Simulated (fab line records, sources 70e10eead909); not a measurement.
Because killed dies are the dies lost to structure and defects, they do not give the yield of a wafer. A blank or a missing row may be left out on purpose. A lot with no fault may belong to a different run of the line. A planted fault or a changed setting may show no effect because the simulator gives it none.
Matching of chambers | flow nandHarc | 4 sister chambers for NHARC_P_CONTACT_STRIP_28 on rieDiel-03
The step strips in O2. 4 wafers are shown with their chamber, then 7 later ones without.

== WAFERS PAIRED WITH THEIR CHAMBERS ==
wafer  | chamber | showerheadPlenumPTorr (Torr)
L107.1 | 2       | 3.45
L107.6 | 3       | 3.79
L111.3 | 1       | 3.51
L111.5 | 0       | 3.37

== WAFERS WHOSE CHAMBER IS MISSING ==
wafer  | showerheadPlenumPTorr (Torr)
L111.6 | 3.51
L112.1 | 3.79
L112.5 | 3.37
L112.6 | 3.50
L117.1 | 3.50
L117.3 | 3.79
L117.4 | 3.37

== CHAMBER TAKEN BY EACH ==
wafer  | from the rows above | in truth
L111.6 | 1                   | 1
L112.1 | 3                   | 3
L112.5 | 0                   | 0
L112.6 | 1                   | 1
L117.1 | 1                   | 1
L117.3 | 3                   | 3
L117.4 | 0                   | 0
Correctly placed: 7 of 7. From these rows, 0 cannot be placed. Number placed wrongly: 0.
How it was worked out, from the rows above alone: a wafer's distance from a chamber is the root of the sum, over the readings, of the square of ((its reading less the chamber's mean) divided by the reading's scatter). If the next closest chamber is less than 2 further off than the closest, the wafer can't be placed; otherwise it belongs to the closest. The mean given for a chamber averages the wafers shown for that chamber. The scatter: with one shown wafer a chamber, the root of the mean of the squares of how far each hidden wafer lies from its nearest shown one.
